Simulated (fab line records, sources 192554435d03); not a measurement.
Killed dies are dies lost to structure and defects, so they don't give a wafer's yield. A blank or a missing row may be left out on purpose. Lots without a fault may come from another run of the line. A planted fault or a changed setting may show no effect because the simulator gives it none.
Chamber matching | flow n5_finfet | N5_PASSIVATION_PASS_ETCH_47 on rie_diel-03: 4 sister chambers
The step etches SiNx in CF4/O2, target depth 770 nm, time 385 s. 16 wafers are shown with their chamber, then 8 later ones without.

WAFERS WITH THEIR CHAMBER
wafer  | chamber | drypump_motor_current_A (A) | showerhead_plenum_p_Torr (Torr) | throttle_valve_pct (%)
L775.2 | 2       | 5.3                         | 2.16                            | 15.56
L775.3 | 0       | 6.0                         | 2.30                            | 15.79
L775.5 | 3       | 4.9                         | 2.18                            | 16.07
L776.2 | 2       | 5.4                         | 2.16                            | 15.54
L776.4 | 3       | 4.9                         | 2.18                            | 16.06
L776.5 | 2       | 5.4                         | 2.16                            | 15.57
L777.1 | 0       | 6.0                         | 2.30                            | 15.80
L777.2 | 1       | 5.7                         | 2.24                            | 15.64
L777.6 | 2       | 5.4                         | 2.16                            | 15.54
L779.1 | 1       | 5.7                         | 2.24                            | 15.63
L779.2 | 2       | 5.4                         | 2.15                            | 15.57
L779.5 | 2       | 5.4                         | 2.15                            | 15.57
L781.3 | 0       | 6.0                         | 2.30                            | 15.79
L781.5 | 2       | 5.4                         | 2.15                            | 15.58
L781.6 | 3       | 4.9                         | 2.18                            | 16.09
L789.1 | 3       | 4.9                         | 2.17                            | 16.11

SIGNATURES (means of the wafers above)
reading                  | chamber 0 | chamber 1 | chamber 2 | chamber 3 | scatter within a chamber
drypump_motor_current_A  | 6.000     | 5.700     | 5.386     | 4.900     | 0.0267
showerhead_plenum_p_Torr | 2.3000    | 2.2400    | 2.1557    | 2.1775    | 0.00453
throttle_valve_pct       | 15.7933   | 15.6350   | 15.5614   | 16.0825   | 0.016
Rule: a wafer's distance from a chamber is the root of the sum, over the readings, of the square of ((its reading less the chamber's mean) divided by the reading's scatter). The wafer belongs to the nearest chamber; if the next one is less than 2 further off, it can't be placed. The scatter: the root of (the sum of the squares of (reading less its chamber's mean) over the shown wafers, divided by (wafers less chambers)).

WAFERS WITHOUT THEIR CHAMBER
wafer  | drypump_motor_current_A (A) | showerhead_plenum_p_Torr (Torr) | throttle_valve_pct (%)
L789.2 | 6.0                         | 2.29                            | 15.86
L789.4 | 5.7                         | 2.23                            | 15.70
L794.4 | 5.7                         | 2.23                            | 15.71
L794.5 | 5.7                         | 2.23                            | 15.70
L794.6 | 5.4                         | 2.14                            | 15.64
L795.1 | 5.4                         | 2.14                            | 15.65
L795.4 | 5.4                         | 2.14                            | 15.63
L795.5 | 5.7                         | 2.23                            | 15.71

WHICH CHAMBER EACH WENT THROUGH
wafer  | from the rows above | in truth
L789.2 | 0                   | 0
L789.4 | 1                   | 1
L794.4 | 1                   | 1
L794.5 | 1                   | 1
L794.6 | 2                   | 2
L795.1 | 2                   | 2
L795.4 | 2                   | 2
L795.5 | 1                   | 1
Placed correctly: 8 of 8. Can't be placed from these rows: 0. Placed wrongly: 0.
